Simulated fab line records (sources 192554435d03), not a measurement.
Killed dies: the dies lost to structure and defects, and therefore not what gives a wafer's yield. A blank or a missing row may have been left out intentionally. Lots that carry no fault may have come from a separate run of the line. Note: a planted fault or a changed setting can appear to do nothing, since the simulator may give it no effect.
fab line records	flow n5-finfet
record lots=7	wafers=39
route steps=1938 shown FIN_SAQP@125 FIN_CUT@173 SD_EPI_N@288 HKMG_FIN@406 GATE_CUT@477
start-h: the number of hours between the record's first day and the start of the first shown wafer of the lot	wait-h: hours elapsed since this lot's preceding step	" as in the row above	L1.1+2: a single row standing in for several wafers	- either no value or no given start	* or withheld: withheld	< > ~ a bound
route shown NAME@n: names a module that has steps shown in the file, with the first one's number in the route	usual: mean/standard deviation of fault-free wafers	same: alike in all rows	chamber/n: place in a boat	sites: each site's reading	_std_site: the values' standard deviation	_edge_site: inner sites' mean taken away from outer sites' mean	radius-mm: how far each site lies from the wafer's centre	mask NAME#n: copy n	behind: the last tool/chamber to shape the wafer	hold: the reason the lot was held/the length of the hold in hours/how it ended	device: whichever transistor did not switch (one of n, p or np)	end of line: tests of these same wafers at the route's end	a step without rows: its recipe alone	killed: the dies lost at the first sort to structure and to defects; this is not the yield of the wafer	map: shows each die of a wafer: x if killed, . if not, _ if none is there
set.NAME: setting as actually run; set.NAME@STEP: the setting as run at that earlier step	model.NAME: the simulator's own value behind a step, which no gauge read
one table per step and one row per wafer, for lots whose settings were changed on purpose
## steps
# step N5_FIN_SAQP_SPACER1_ALD_24
# recipe material=SiO2	target-thk-a=203	temp-c=300	ald-precursor-family=BDEAS	ald-co-reactant=O2-plasma	pulse-time-s=1	purge-time-s=2	co-reactant-purge-time-s=2	ald-cycles=218	pressure-torr=2
lot.wafer	tool	chamber	start-h	wait-h	set.ald-cycles	model.SiO2_of_FIN_SAQP_SPACER1_ALD_24.thk-nm
L076.1+2+5	ald-sin-01	3,2,0	37.44	1.0	199	18.6
L076.3+4	"	1,0	"	"	218	20.4
L076.6	"	1	"	"	218	20.2
L080.1+3	ald-sin-04	0,3	60.13	0.3	234	21.8
L080.2+5	"	1,2	"	"	218	20.4
L080.4	"	2	"	"	218	20.2
L080.6	"	3	"	"	234	21.6
L084.1+6	ald-sin-01	2,3	83.37	0.6	218	20.2
L084.2+3+5	"	0,1,2	"	"	255	23.8
L084.4	"	3	"	"	218	20.4
L087.1+5	ald-sin-01	0,1	102.02	0.3	218	20.2
L087.6	"	2	"	"	218	20.4
L092.1+2+5	ald-sin-02	0,1,0	131.52	0.6	218	20.2
L092.3+4+6	"	2,3,3	"	"	218	20.4
L093.1+3+5+6	ald-sin-02	2,3,2,3	136.64	0.3	218	20.4
L093.2+4	"	0,1	"	"	218	20.2
L095.1+3	ald-sin-01	3,0	148.97	0.3	236	21.8
L095.2	"	2	"	"	236	22
L095.4+5+6	"	1,1,0	"	"	218	20.2
# step N5_FIN_SAQP_SPACER1_ETCHBACK_25
# recipe chemistry=CHF3/O2	mode=anisotropic-etchback	target=SiO2	target-depth-a=244	time-s=12.2	pressure-mtorr=30	source-w=650	bias-w=170	Ar_flow_sccm=200	CHF3_flow_sccm=50	O2_flow_sccm=5	ion-energy-ev=200
# step N5_FIN_SAQP_MANDREL1_REMOVE_56
# recipe chemistry=HBr/Cl2/O2	bt-time-s=10	target=a-Si	stop-on=SiNx	endpoint=OES-SiCl	over-etch-frac=1	icp-w=600	bias-w=22	HBr_flow_sccm=150	Cl2_flow_sccm=80	O2_flow_sccm=5	pressure-mtorr=10
lot.wafer	tool	chamber	start-h	wait-h	set.ald-cycles@FIN_SAQP_SPACER1_ALD_24	model.FIN_SAQP.cd-nm
L076.1+2	rie-si-05	1,0	38.25	0.1	199	18.6
L076.3+6	"	3,1	"	"	218	20.2
L076.4	"	2	"	"	218	20.4
L076.5	"	0	"	"	199	18.4
L080.1+6	rie-si-05	3,0	61.15	0.1	234	21.6
L080.2+4	"	2,0	"	"	218	20.2
L080.3	"	1	"	"	234	21.8
L080.5	"	1	"	"	218	20.4
L084.1+6	rie-si-05	2	84.18	0.1	218	20.2
L084.2+5	"	0,3	"	"	255	23.6
L084.3	"	1	"	"	255	24
L084.4	"	3	"	"	218	20.4
L087.1	rie-si-03	2	102.82	0.1	218	20.2
L087.5+6	"	1,0	"	"	218	20.4
L092.1+2+3+5	rie-si-02	2,0,3,3	132.32	0.1	218	20.2
L092.4+6	"	0,2	"	"	218	20.4
L093.1+3+4+5+6	rie-si-05	1,0,2,1,0	137.59	0.1	218	20.4
L093.2	"	3	"	"	218	20.2
L095.1+3	rie-si-05	3,1	149.78	0.1	236	21.8
L095.2	"	0	"	"	236	22
L095.4+5+6	"	2,1,0	"	"	218	20.2
# step N5_FIN_SAQP_CD_MEAS_27
# recipe target-cd-nm=20	landing-energy-ev=1000	detector=se-inlens	polarity=line
# usual cd-nm=20.30/0.23
lot.wafer	tool	chamber	start-h	wait-h	set.ald-cycles@FIN_SAQP_SPACER1_ALD_24	cd-nm
L076.1	cd-sem-02	0	38.36	0.1	199	18.81
L076.2	"	0	"	"	199	18.66
L076.3	"	0	"	"	218	20.23
L076.4	"	0	"	"	218	20.64
L076.5	"	0	"	"	199	18.86
L076.6	"	0	"	"	218	20.17
L080.1	cd-sem-01	0	61.26	0.1	234	21.78
L080.2	"	0	"	"	218	20.10
L080.3	"	0	"	"	234	21.56
L080.4	"	0	"	"	218	20.39
L080.5	"	0	"	"	218	20.01
L080.6	"	0	"	"	234	21.50
L084.1	cd-sem-03	0	84.29	0.1	218	19.80
L084.2	"	0	"	"	255	23.38
L084.3	"	0	"	"	255	23.84
L084.4	"	0	"	"	218	20.28
L084.5	"	0	"	"	255	23.43
L084.6	"	0	"	"	218	20.12
L087.1	cd-sem-02	0	102.93	0.1	218	20.19
L087.5	"	0	"	"	218	20.48
L087.6	"	0	"	"	218	20.19
L092.1	cd-sem-03	0	132.43	0.1	218	20.37
L092.2	"	0	"	"	218	20.19
L092.3	"	0	"	"	218	20.06
L092.4	"	0	"	"	218	20.23
L092.5	"	0	"	"	218	20.07
L092.6	"	0	"	"	218	20.20
L093.1	cd-sem-03	0	137.70	0.1	218	20.41
L093.2	"	0	"	"	218	20.14
L093.3	"	0	"	"	218	20.30
L093.4	"	0	"	"	218	20.00
L093.5	"	0	"	"	218	20.18
L093.6	"	0	"	"	218	20.51
L095.1	cd-sem-01	0	149.89	0.1	236	21.96
L095.2	"	0	"	"	236	22.13
L095.3	"	0	"	"	236	21.61
L095.4	"	0	"	"	218	20.39
L095.5	"	0	"	"	218	20.17
L095.6	"	0	"	"	218	20.36
# step N5_FIN_CUT_CUT_ETCH_26
# recipe chemistry=CH3F/O2	target=SiNx	target-depth-a=390	mask-material=SOC	time-s=55.7	pressure-mtorr=30	source-w=395	bias-w=73	Ar_flow_sccm=150	CH3F_flow_sccm=30	O2_flow_sccm=20	ion-energy-ev=120
lot.wafer	tool	chamber	start-h	wait-h	set.source-w	model.etch.depth-nm
L076.1	rie-diel-05	3	41.72	0.0	395	39.14
L076.2	"	2	"	"	395	39.69
L076.3	"	0	"	"	319.5	34.79
L076.4	"	1	"	"	319.5	36.34
L076.5	"	2	"	"	319.5	36.7
L076.6	"	1	"	"	395	39.44
L080.1	rie-diel-05	2	64.89	0.0	395	39.89
L080.2	"	3	"	"	395	39.66
L080.3	"	1	"	"	353.7	38.13
L080.4	"	0	"	"	395	38.02
L080.5	"	3	"	"	353.7	37.89
L080.6	"	0	"	"	353.7	36.54
L084.1	rie-diel-05	2	87.45	0.0	464.9	42.3
L084.2	"	0	"	"	395	37.9
L084.3	"	3	"	"	464.9	41.85
L084.4	"	1	"	"	464.9	41.97
L084.5	"	1	"	"	395	39.63
L084.6	"	2	"	"	395	39.79
L087.1	rie-diel-05	0	106.92	0.0	395	37.21
L087.5	"	2	"	"	395	38.82
L087.6	"	1	"	"	395	38.64
L092.1	rie-diel-03	2	135.65	0.0	395	39.96
L092.2	"	0	"	"	358.3	38.19
L092.3	"	3	"	"	395	38.43
L092.4	"	1	"	"	358.3	38.64
L092.5	"	2	"	"	358.3	38.39
L092.6	"	3	"	"	395	38.63
L093.1	rie-diel-03	0	141.39	0.0	466.5	42.1
L093.2	"	1	"	"	466.5	42.72
L093.3	"	2	"	"	395	39.38
L093.4	"	3	"	"	395	38.33
L093.5	"	3	"	"	466.5	40.7
L093.6	"	2	"	"	395	39.68
L095.1	rie-diel-03	1	153.22	0.0	331.8	37.69
L095.2+5	"	0,2	"	"	395	39.59
L095.3	"	3	"	"	395	38.45
L095.4	"	2	"	"	331.8	36.86
L095.6	"	1	"	"	331.8	37.77
# step N5_SD_EPI_N_EPI_21
# recipe material=Si:P	dopant=P	temp-c=680	pressure-torr=255	time-s=690
lot.wafer	tool	chamber	start-h	wait-h	set.pressure-torr	model.Si-P_of_SD_EPI_N_EPI_21.thk-nm
L076.1+2	epi-rpcvd-02	0	64.48	0.1	212.1	54.2
L076.3	"	0	"	"	212.1	53.8
L076.4	"	0	"	"	212.1	53.2
L076.5	"	0	"	"	212.1	53.6
L076.6	"	0	"	"	212.1	54.4
L080.1	epi-rpcvd-03	0	90.19	0.1	255	59.6
L080.2	"	0	"	"	255	58.6
L080.3	"	0	"	"	255	59.2
L080.4+5	"	0	"	"	255	59
L080.6	"	0	"	"	255	58.2
L084.1	epi-rpcvd-02	0	109.73	0.1	226.2	56.6
L084.2	"	0	"	"	226.2	56.4
L084.3+6	"	0	"	"	226.2	56
L084.4	"	0	"	"	226.2	56.2
L084.5	"	0	"	"	226.2	56.8
L087.1	epi-rpcvd-02	0	129.69	0.1	255	58.8
L087.5	"	0	130.81	1.1	255	59.8
L087.6	"	0	"	"	255	60.2
L092.1	epi-rpcvd-03	0	158.22	0.1	304.2	61.6
L092.2	"	0	"	"	304.2	61.8
L092.3+4	"	0	"	"	304.2	62.4
L092.5	"	0	"	"	304.2	62
L092.6	"	0	"	"	304.2	63
L093.1+3	epi-rpcvd-01	0	164.30	0.1	224	56.2
L093.2	"	0	"	"	224	55.8
L093.4	"	0	"	"	224	56.4
L093.5	"	0	"	"	224	56.6
L093.6	"	0	"	"	224	56
L095.1	epi-rpcvd-02	0	175.33	0.1	214	56
L095.2+3	"	0	"	"	214	55.6
L095.4+5	"	0	"	"	214	56.2
L095.6	"	0	"	"	214	55.2
# step N5_HKMG_FIN_ETCH_58
# recipe chemistry=N2/H2	target=SOC	target-depth-a=2158	ion-energy-ev=50	bias-w=13	time-s=741	pressure-mtorr=30	source-w=875	n2-flow-sccm=200	h2-flow-sccm=200
# usual rf-vpp-V=99.2/0.99
lot.wafer	tool	chamber	start-h	wait-h	set.bias-w	rf-vpp-V
L076.1	rie-diel-02	0	84.69	0.0	13.67	103.4
L076.2	"	2	"	"	13	98.9
L076.3	"	3	"	"	13	98.6
L076.4	"	1	"	"	13	99.1
L076.5	"	3	"	"	13.67	102.1
L076.6	"	2	"	"	13.67	102.0
L080.1	rie-diel-04	1	113.92	0.0	13	99.7
L080.2	"	2	"	"	13	97.7
L080.3	"	3	"	"	13	99.8
L080.4	"	2	"	"	13	98.3
L080.5	"	3	"	"	13	98.5
L080.6	"	1	"	"	13	100.5
L084.1	rie-diel-04	1	129.85	0.0	13	99.3
L084.2	"	2	"	"	13	96.9
L084.3	"	3	"	"	13	100.0
L084.4	"	1	"	"	13	97.6
L084.5	"	2	"	"	13	98.4
L084.6	"	3	"	"	13	99.2
L087.1	rie-diel-02	3	150.16	0.0	13	100.3
L087.5	"	0	"	"	13	100.2
L087.6	"	1	"	"	13	98.2
L092.1	rie-diel-02	3	179.80	0.0	13	99.1
L092.2	"	2	"	"	13	98.7
L092.3	"	0	"	"	15.26	110.5
L092.4	"	1	"	"	15.26	107.9
L092.5	"	0	"	"	15.26	109.9
L092.6	"	1	"	"	13	99.0
L093.1	rie-diel-04	0	184.54	0.0	13	99.5
L093.2	"	3	"	"	13	99.2
L093.3	"	2	"	"	13	98.0
L093.4	"	0	"	"	13	100.1
L093.5	"	2	"	"	13	100.2
L093.6	"	3	"	"	13	100.0
L095.1	rie-diel-01	3	197.27	0.0	13	99.5
L095.2	"	0	"	"	13	97.9
L095.3	"	2	"	"	13	100.7
L095.4	"	3	"	"	13	100.0
L095.5	"	2	"	"	13	98.8
L095.6	"	0	"	"	13	98.7
# step N5_GATE_CUT_HM_DEP_46
# recipe material=SiO2	target-thk-a=1300	temp-c=400	precursor=TEOS/O2	pressure-torr=6.5	rf-w=900	teos-flow-sccm=161.4	gas=O2	flow-sccm=2650	time-s=26.6
lot.wafer	tool	chamber	start-h	wait-h	set.time-s	model.SiO2_of_GATE_CUT_HM_DEP_46.thk-nm
L076.1	pecvd-02	0	95.76	0.0	26.6	127
L076.2+5	"	2,1	"	"	24.76	119
L076.3	"	1	"	"	26.6	127.4
L076.4	"	0	"	"	26.6	130.8
L076.6	"	2	"	"	24.76	122.8
L080.1	pecvd-03	0	124.55	0.0	26.6	127.2
L080.2	"	1	"	"	24.81	122.2
L080.3	"	2	"	"	24.81	117.6
L080.4	"	0	"	"	26.6	128.6
L080.5	"	1	"	"	24.81	124.6
L080.6	"	2	"	"	26.6	129
L084.1	pecvd-02	0	140.98	0.0	26.6	128.8
L084.2	"	1	"	"	26.6	127.6
L084.3	"	2	"	"	24.04	119.4
L084.4	"	0	"	"	24.04	118.2
L084.5	"	1	"	"	26.6	129.2
L084.6	"	2	"	"	24.04	119.8
L087.1	pecvd-04	2	161.32	0.0	26.6	131
L087.5	"	2	"	"	26.6	132.4
L087.6	"	0	"	"	26.6	129.8
L092.1	pecvd-02	2	191.14	0.0	29.81	144.6
L092.2	"	0	"	"	26.6	129.2
L092.3	"	1	"	"	29.81	141
L092.4	"	2	"	"	29.81	146.4
L092.5	"	1	"	"	26.6	129.8
L092.6	"	0	"	"	26.6	131.6
L093.1	pecvd-03	1	195.86	0.0	26.6	130.6
L093.2+3	"	0,2	"	"	28.37	136.4
L093.4	"	0	"	"	26.6	128.8
L093.5	"	1	"	"	28.37	140.4
L093.6	"	2	"	"	26.6	129.2
L095.1	pecvd-04	0	208.06	0.0	26.6	128.4
L095.2+4	"	1	"	"	26.6	130.2
L095.3+5	"	2,0	"	"	26.6	131.4
L095.6	"	2	"	"	26.6	132.4
# step N5_GATE_CUT_COAT_34
# recipe resist=SOC	temp-c=250	time-s=60	spin-rpm=1500	resist-thk-nm=60
# step N5_GATE_CUT_COAT_35
# recipe resist=SiARC	temp-c=220	time-s=60	spin-rpm=1500	resist-thk-nm=10
# step N5_GATE_CUT_STRIP_38
# recipe chemistry=N2/H2	temp-c=40	n2-flow-sccm=200	h2-flow-sccm=200	rf-frequency-hz=6e+07
# step N5_GATE_CUT_STRIP_39
# recipe chemistry=N2/H2	temp-c=40	n2-flow-sccm=200	h2-flow-sccm=200	rf-frequency-hz=6e+07
# step N5_GATE_CUT_HM_OPEN_40
# recipe chemistry=C4F6/O2	target=SiO2	mask-material=SiARC	target-depth-a=1390	time-s=85.1	ion-energy-ev=250	pressure-mtorr=30	source-w=345	bias-w=185	Ar_flow_sccm=300	C4F6_flow_sccm=10	O2_flow_sccm=10	ends=cleared
# usual etch-rf-on-time-s=93.7/2.3
lot.wafer	tool	chamber	start-h	wait-h	set.time-s@GATE_CUT_HM_DEP_46	etch-rf-on-time-s	model.etch.depth-nm	model.SOC_of_GATE_CUT_COAT_34.thk-nm
L076.1	rie-diel-03	2	96.59	0.0	26.6	90.9	127	33.8
L076.2	"	1	"	"	24.76	83.9	119	35.2
L076.3	"	3	"	"	26.6	94.8	127.3	33.6
L076.4	"	0	"	"	26.6	93.9	130.8	33
L076.5	"	0	"	"	24.76	85.5	119	35.2
L076.6	"	3	"	"	24.76	90.3	122.8	34.6
L080.1	rie-diel-05	2	125.30	0.0	26.6	91.8	127.3	33.8
L080.2	"	1	"	"	24.81	87.9	122.2	34.4
L080.3	"	0	"	"	24.81	87.9	117.7	35.6
L080.4	"	3	"	"	26.6	93.4	128.7	33.2
L080.5	"	2	"	"	24.81	89.3	124.7	34.4
L080.6	"	3	"	"	26.6	93.7	129	33
L084.1	rie-diel-06	0	141.60	0.0	26.6	93.1	128.8	33
L084.2	"	3	"	"	26.6	93.4	127.6	33.4
L084.3	"	1	"	"	24.04	83.1	119.4	34.6
L084.4	"	2	"	"	24.04	85.2	118.2	35
L084.5	"	1	"	"	26.6	89.7	129.3	32.6
L084.6	"	2	"	"	24.04	87.2	119.7	34.6
L087.1	rie-diel-05	0	162.07	0.0	26.6	96.6	131	32.4
L087.5	"	2	"	"	26.6	94.3	132.4	32.4
L087.6	"	3	"	"	26.6	93.5	129.8	32.4
L092.1	rie-diel-05	3	191.83	0.0	29.81	105.4	144.7	29.4
L092.2	"	0	"	"	26.6	96.6	129.3	32.8
L092.3	"	2	"	"	29.81	102.5	141.1	30.8
L092.4	"	1	"	"	29.81	106.6	146.5	29
L092.5	"	0	"	"	26.6	97.3	129.7	32.8
L092.6	"	3	"	"	26.6	96.4	131.6	32
L093.1	rie-diel-03	0	196.48	0.0	26.6	92.0	130.6	32.4
L093.2	"	1	"	"	28.37	95.5	136.4	31.2
L093.3	"	3	"	"	28.37	100.1	136.4	31.4
L093.4	"	2	"	"	26.6	90.8	128.8	33
L093.5	"	2	"	"	28.37	98.8	140.4	30.6
L093.6	"	1	"	"	26.6	90.2	129.2	32.6
L095.1	rie-diel-05	1	208.68	0.0	26.6	92.2	128.4	33
L095.2	"	0	"	"	26.6	97.8	130.3	33.2
L095.3	"	3	"	"	26.6	95.9	131.3	32.4
L095.4	"	2	"	"	26.6	93.4	130.2	33.4
L095.5	"	0	"	"	26.6	97.8	131.3	32.8
L095.6	"	1	"	"	26.6	95.9	132.4	32.4
# step N5_GATE_CUT_STRIP_41
# recipe chemistry=CF4	resist=SiARC	power-w=300	bias-power-w=75	pressure-mtorr=50	cf4-flow-sccm=150	rf-frequency-hz=6e+07
# step N5_GATE_CUT_STRIP_42
# recipe chemistry=O2	power-w=400	temp-c=40	pressure-mtorr=30	rf-frequency-hz=6e+07	bias-power-w=0	overash-fraction=0.3	o2-flow-sccm=225
# step N5_GATE_CUT_ALD_22
# recipe material=SiNx	target-thk-a=160	temp-c=400	ald-precursor-family=SiH2I2	ald-co-reactant=N2/H2-plasma	pulse-time-s=1	ald-cycles=320	purge-time-s=2	co-reactant-purge-time-s=2	pressure-torr=2
# step N5_GATE_CUT_CMP_23
# recipe stop-on=SiO2	t-overpolish-s=23.4	post-cmp-clean=alkaline-brush	down-force-psi=2.5	platen-rpm=51.8	pad-velocity-m-s=1.0307	target-thk-nm=16
# step N5_GATE_CUT_THK_MEAS_24
# recipe reads=SiO2_of_GATE_CUT_HM_DEP_46+SiO2_flowable_of_ILD0_FCVD_FILL_01
# usual GC_FILL_THK=220.0/2
lot.wafer	tool	chamber	start-h	wait-h	set.time-s@GATE_CUT_HM_DEP_46	GC_FILL_THK[nm]
L076.1	film-metro-02	-	99.04	-	26.6	218.4
L076.2	"	-	"	"	24.76	208.5
L076.3	"	-	"	"	26.6	216.5
L076.4	"	-	"	"	26.6	221.5
L076.5	"	-	"	"	24.76	210.2
L076.6	"	-	"	"	24.76	212.9
L080.1	film-metro-01	-	127.76	-	26.6	217.6
L080.2	"	-	"	"	24.81	211.0
L080.3	"	-	"	"	24.81	208.1
L080.4	"	-	"	"	26.6	219.2
L080.5	"	-	"	"	24.81	214.2
L080.6	"	-	"	"	26.6	218.0
L084.1	film-metro-02	-	144.06	-	26.6	218.1
L084.2	"	-	"	"	26.6	218.2
L084.3	"	-	"	"	24.04	210.5
L084.4	"	-	"	"	24.04	208.3
L084.5	"	-	"	"	26.6	220.4
L084.6	"	-	"	"	24.04	209.5
L087.1	film-metro-01	-	164.53	-	26.6	223.2
L087.5	"	-	"	"	26.6	222.6
L087.6	"	-	"	"	26.6	220.3
L092.1	film-metro-01	-	194.30	-	29.81	234.5
L092.2	"	-	"	"	26.6	219.0
L092.3	"	-	"	"	29.81	230.3
L092.4	"	-	"	"	29.81	236.5
L092.5	"	-	"	"	26.6	219.5
L092.6	"	-	"	"	26.6	221.1
L093.1	film-metro-01	-	198.94	-	26.6	220.8
L093.2	"	-	"	"	28.37	226.5
L093.3	"	-	"	"	28.37	227.2
L093.4	"	-	"	"	26.6	219.4
L093.5	"	-	"	"	28.37	230.6
L093.6	"	-	"	"	26.6	220.4
L095.1	film-metro-02	-	211.34	-	26.6	219.2
L095.2	"	-	"	"	26.6	220.0
L095.3	"	-	"	"	26.6	221.5
L095.4	"	-	"	"	26.6	220.5
L095.5	"	-	"	"	26.6	221.5
L095.6	"	-	"	"	26.6	222.7
# step N5_GATE_CUT_CMP_43
# recipe material=SiO2	post-cmp-clean=rinse-only
lot.wafer	tool	chamber	start-h	wait-h	set.time-s@GATE_CUT_HM_DEP_46	model.SiO2_of_GATE_CUT_HM_DEP_46.thk-nm
L076.2+5	cmp-04	2,3	99.07	0.0	24.76	4.4
L076.4	"	3	"	"	26.6	5
L076.3+1	"	0,1	"	"	26.6	4.8
L076.6	"	2	"	"	24.76	4.6
L080.1	cmp-02	3	127.79	0.0	26.6	4.8
L080.2	"	0	"	"	24.81	4.6
L080.3	"	1	"	"	24.81	4.4
L080.4+6	"	2,0	"	"	26.6	5
L080.5	"	3	"	"	24.81	4.8
L084.1+5	cmp-01	3,0	144.09	0.0	26.6	5
L084.2	"	0	"	"	26.6	4.8
L084.4+3	"	1,2	"	"	24.04	4.4
L084.6	"	3	"	"	24.04	4.6
L087.1+6	cmp-01	0	164.64	0.1	26.6	5
L087.5	"	3	"	"	26.6	5.2
L092.4+1	cmp-01	1,3	194.33	0.0	29.81	5.8
L092.2+6+5	"	2,1,2	"	"	26.6	5
L092.3	"	0	"	"	29.81	5.6
L093.2+3+5	cmp-01	2,1,3	198.97	0.0	28.37	5.4
L093.4+1+6	"	3,0,2	"	"	26.6	5
L095.3+1+4+2+5	cmp-04	1,2,3,0,1	211.37	0.0	26.6	5
L095.6	"	2	"	"	26.6	5.2
## key
split step=N5_FIN_SAQP_SPACER1_ALD_24	setting=ald-cycles	stated=218	by=wafer
response step=N5_FIN_SAQP_SPACER1_ALD_24	reading=model.SiO2_of_FIN_SAQP_SPACER1_ALD_24.thk-nm	change=+0.204	per=1%	r=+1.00
response step=N5_FIN_SAQP_MANDREL1_REMOVE_56	reading=model.FIN_SAQP.cd-nm	change=+0.202	per=1%	r=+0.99
response step=N5_FIN_SAQP_CD_MEAS_27	reading=cd-nm	change=+0.199	per=1%	r=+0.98
split step=N5_FIN_CUT_CUT_ETCH_26	setting=source-w	stated=395	by=wafer
response step=N5_FIN_CUT_CUT_ETCH_26	reading=model.etch.depth-nm	change=+0.15	per=1%	r=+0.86
split step=N5_SD_EPI_N_EPI_21	setting=pressure-torr	stated=255	by=lot
response step=N5_SD_EPI_N_EPI_21	reading=model.Si-P_of_SD_EPI_N_EPI_21.thk-nm	change=+0.209	per=1%	r=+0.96
split step=N5_HKMG_FIN_ETCH_58	setting=bias-w	stated=13	by=wafer
response step=N5_HKMG_FIN_ETCH_58	reading=rf-vpp-V	change=+0.614	per=1%	r=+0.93
split step=N5_GATE_CUT_HM_DEP_46	setting=time-s	stated=26.6	by=wafer
response step=N5_GATE_CUT_HM_DEP_46	reading=model.SiO2_of_GATE_CUT_HM_DEP_46.thk-nm	change=+1.1	per=1%	r=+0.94
response step=N5_GATE_CUT_HM_OPEN_40	reading=etch-rf-on-time-s	change=*	per=1%	r=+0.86
response step=N5_GATE_CUT_HM_OPEN_40	reading=model.etch.depth-nm	change=+1.11	per=1%	r=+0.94
response step=N5_GATE_CUT_HM_OPEN_40	reading=model.SOC_of_GATE_CUT_COAT_34.thk-nm	change=-0.217	per=1%	r=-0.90
response step=N5_GATE_CUT_THK_MEAS_24	reading=GC_FILL_THK	change=+1.11	per=1%	r=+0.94
response step=N5_GATE_CUT_CMP_43	reading=model.SiO2_of_GATE_CUT_HM_DEP_46.thk-nm	change=+0.0559	per=1%	r=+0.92
